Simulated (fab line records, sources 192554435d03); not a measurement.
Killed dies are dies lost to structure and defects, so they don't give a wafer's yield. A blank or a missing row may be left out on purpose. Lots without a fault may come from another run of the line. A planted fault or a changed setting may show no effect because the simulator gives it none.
Which tool did it? | flow n5_finfet | 9 lots, 27 wafers sampled, at 5 steps of a route of 1938

WHAT THE GAUGES READ, wafer by wafer
N5_BEOL_M13_THK_MEAS_01.
lot  | measured     | on            | M13_ILD_THK (nm)
L119 | day 12 09:49 | film_metro-01 | 824 832 845
L124 | day 13 09:31 | film_metro-01 | 812 837 837
L127 | day 14 12:23 | film_metro-01 | 567 580 584
L128 | day 14 20:19 | film_metro-02 | 578 561 586
L129 | day 15 14:38 | film_metro-01 | 568 574 572
L132 | day 15 21:04 | film_metro-01 | 862 850 859
L133 | day 16 07:41 | film_metro-02 | 836 832 839
L134 | day 16 14:33 | film_metro-02 | 816 848 827
L142 | day 18 04:23 | film_metro-01 | 842 846 855

WHICH TOOL RAN EACH LOT (tool, then ch and the chambers of the sampled wafers, then the start)
lot  | N5_BEOL_M12_ETCH_67                | N5_BEOL_M12_STRIP_37                 | N5_BEOL_M12_ETCH_38                | N5_BEOL_M13_ILD_DEP_00
L119 | rie_diel-04 ch 0,1, day 12 04:52   | plasma_asher-02 ch 0,1, day 12 05:23 | rie_diel-04 ch 1,2, day 12 07:10   | pecvd-04 ch 0,1,2, day 12 09:40
L124 | rie_diel-05 ch 1,2,3, day 13 03:21 | plasma_asher-01 ch 0,1, day 13 03:52 | rie_diel-02 ch 0,1, day 13 05:01   | pecvd-04 ch 0,2, day 13 09:22
L127 | rie_diel-05 ch 1,2,3, day 14 07:23 | plasma_asher-01 ch 0,1, day 14 07:55 | rie_diel-02 ch 0,2,3, day 14 10:19 | pecvd-04 ch 0,1,2, day 14 12:14
L128 | rie_diel-05 ch 0,1,3, day 14 13:10 | plasma_asher-02 ch 0,1, day 14 13:41 | rie_diel-02 ch 0,3, day 14 18:28   | pecvd-04 ch 0,2, day 14 20:10
L129 | rie_diel-02 ch 0,1, day 15 12:13   | plasma_asher-01 ch 0,1, day 15 12:44 | rie_diel-05 ch 1,2,3, day 15 13:00 | pecvd-04 ch 0,2, day 15 14:29
L132 | rie_diel-05 ch 2,3, day 15 18:42   | plasma_asher-01 ch 0,1, day 15 19:14 | rie_diel-04 ch 0,1, day 15 19:20   | pecvd-02 ch 0,1,2, day 15 20:58
L133 | rie_diel-04 ch 1,3, day 16 04:52   | plasma_asher-01 ch 0,1, day 16 05:24 | rie_diel-05 ch 1,2,3, day 16 05:53 | pecvd-03 ch 0,1,2, day 16 07:32
L134 | rie_diel-05 ch 0,1,2, day 16 09:26 | plasma_asher-01 ch 0,1, day 16 09:58 | rie_diel-02 ch 0,2,3, day 16 11:02 | pecvd-03 ch 0,1,2, day 16 14:24
L142 | rie_diel-02 ch 1,2,3, day 18 00:19 | plasma_asher-02 ch 0,1, day 18 00:52 | rie_diel-02 ch 0,2, day 18 01:37   | pecvd-02 ch 1,2, day 18 04:14
- N5_BEOL_M12_ETCH_67: etches SiARC in CF4, target depth 143 nm, time 238.3 s.
- N5_BEOL_M12_STRIP_37: strips in N2/H2.
- N5_BEOL_M12_ETCH_38: etches SiCN in CF4/N2, target depth 68.7 nm, time 73.4 s.
- N5_BEOL_M13_ILD_DEP_00: deposits SiOC from DEMS/O2, target thk 837.92 nm, time 166.4 s.

WHAT THE TOOLS THEMSELVES READ (means of the sampled wafers that have a number; where no wafer has one, the mark that the record gives instead)
N5_BEOL_M12_ETCH_67.
lot  | tool        | drypump_motor_current_A (A) | etch_rf_on_time_s (s) | oes_product_au (a.u.) | rf_vpp_V (V) | showerhead_plenum_p_Torr (Torr) | throttle_valve_pct (%)
L119 | rie_diel-04 | 5.5                         | 246                   | 0.63                  | 182.9        | 2.12                            | 15.63
L124 | rie_diel-05 | 6.0                         | 238                   | 0.67                  | 184.8        | 2.20                            | 15.62
L127 | rie_diel-05 | 6.0                         | 238                   | 0.66                  | 184.2        | 2.19                            | 15.62
L128 | rie_diel-05 | 6.1                         | 241                   | 0.74                  | 184.2        | 2.17                            | 15.63
L129 | rie_diel-02 | 5.8                         | 239                   | 0.77                  | 185.5        | 2.23                            | 15.29
L132 | rie_diel-05 | 5.7                         | 240                   | 0.74                  | 183.8        | 2.17                            | 15.33
L133 | rie_diel-04 | 5.4                         | 248                   | 0.77                  | 185.3        | 2.20                            | 15.71
L134 | rie_diel-05 | 5.9                         | 242                   | 0.78                  | 184.9        | 2.18                            | 15.40
L142 | rie_diel-02 | 5.7                         | 232                   | 0.73                  | 184.5        | 2.17                            | 15.47

N5_BEOL_M12_STRIP_37.
lot  | tool            | drypump_motor_current_A (A) | heater_power_w (W) | oes_product_au (a.u.)
L119 | plasma_asher-02 | 6.04                        | 345                | 0.790
L124 | plasma_asher-01 | 5.74                        | 319                | 0.796
L127 | plasma_asher-01 | 5.78                        | 322                | 0.795
L128 | plasma_asher-02 | 6.06                        | 341                | 0.790
L129 | plasma_asher-01 | 5.79                        | 320                | 0.786
L132 | plasma_asher-01 | 5.72                        | 316                | 0.793
L133 | plasma_asher-01 | 5.72                        | 316                | 0.793
L134 | plasma_asher-01 | 5.72                        | 321                | 0.794
L142 | plasma_asher-02 | 5.87                        | 360                | 0.792

N5_BEOL_M12_ETCH_38.
lot  | tool        | drypump_motor_current_A (A) | oes_product_au (a.u.) | rf_vpp_V (V) | showerhead_plenum_p_Torr (Torr) | throttle_valve_pct (%)
L119 | rie_diel-04 | 5.8                         | 0.70                  | 380.9        | 2.16                            | 15.60
L124 | rie_diel-02 | 5.8                         | 0.82                  | 385.6        | 2.31                            | 15.26
L127 | rie_diel-02 | 5.7                         | 0.88                  | 384.0        | 2.27                            | 15.20
L128 | rie_diel-02 | 5.2                         | 0.93                  | 382.7        | 2.22                            | 15.10
L129 | rie_diel-05 | 6.0                         | 0.87                  | 383.8        | 2.26                            | 15.29
L132 | rie_diel-04 | 5.5                         | 0.79                  | 380.9        | 2.17                            | 15.32
L133 | rie_diel-05 | 6.0                         | 0.84                  | 383.7        | 2.25                            | 15.31
L134 | rie_diel-02 | 5.7                         | 0.83                  | 384.2        | 2.26                            | 15.25
L142 | rie_diel-02 | 6.2                         | 0.78                  | 384.2        | 2.31                            | 15.39

N5_BEOL_M13_ILD_DEP_00.
lot  | tool     | heater_power_outer_w (W) | heater_power_w (W) | showerhead_plenum_p_Torr (Torr) | throttle_valve_pct (%)
L119 | pecvd-04 | 220                      | 428                | 5.693                           | 12.0
L124 | pecvd-04 | 210                      | 414                | 5.690                           | 11.9
L127 | pecvd-04 | 220                      | 430                | 5.690                           | 11.8
L128 | pecvd-04 | 180                      | 371                | 5.688                           | 11.7
L129 | pecvd-04 | 185                      | 383                | 5.685                           | 11.9
L132 | pecvd-02 | 218                      | 426                | 5.686                           | 12.5
L133 | pecvd-03 | 268                      | 483                | 5.696                           | 12.0
L134 | pecvd-03 | 228                      | 424                | 5.696                           | 12.0
L142 | pecvd-02 | 234                      | 452                | 5.684                           | 12.3

THE ANSWER, worked out from the rows above alone
Rule: what is usual is taken from the lots themselves. Put in order of their means at a reading, lots are off if they are a third of the lots or fewer, leave a main group of 4 or more, and stand apart from it by a gap of 3 or more times the standard deviation of the main group's means; of several such gaps the widest counts. A main group whose means are all the same, to the digits that the tables above print for the reading, isn't used. A lot without any number at a reading at which 4 lots or more have one is off too. The other lots that the step has rows for count as sound. The gauges are gone through in route order, then the tools' own readings, and for those a lot's mean is taken as printed above. The first step at which some lot is off is used, and at that step the reading that is off furthest; a lot without a number counts as furthest.
Off: L127, L128, L129, at N5_BEOL_M13_THK_MEAS_01 (M13_ILD_THK). The main group: mean 839 nm, standard deviation 10.
A tool fits if, at a process step before that reading, it ran every lot that is off, and no sound lot after the first of them. The gauges at N5_BEOL_M13_THK_MEAS_01 are tried like those tools. One fits: pecvd-04 at N5_BEOL_M13_ILD_DEP_00. Its last sound lot is L124 (day 13 09:22), its first lot that is off L127 (day 14 12:14): a fault that began between those two fits.

WHAT THE SIMULATOR HAD PUT IN
Process parameter drift: pecvd-04, from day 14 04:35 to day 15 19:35, at N5_BEOL_M13_ILD_DEP_00. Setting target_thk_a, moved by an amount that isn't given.
Lots struck among those shown: L127, L128, L129. The rule above found the same.
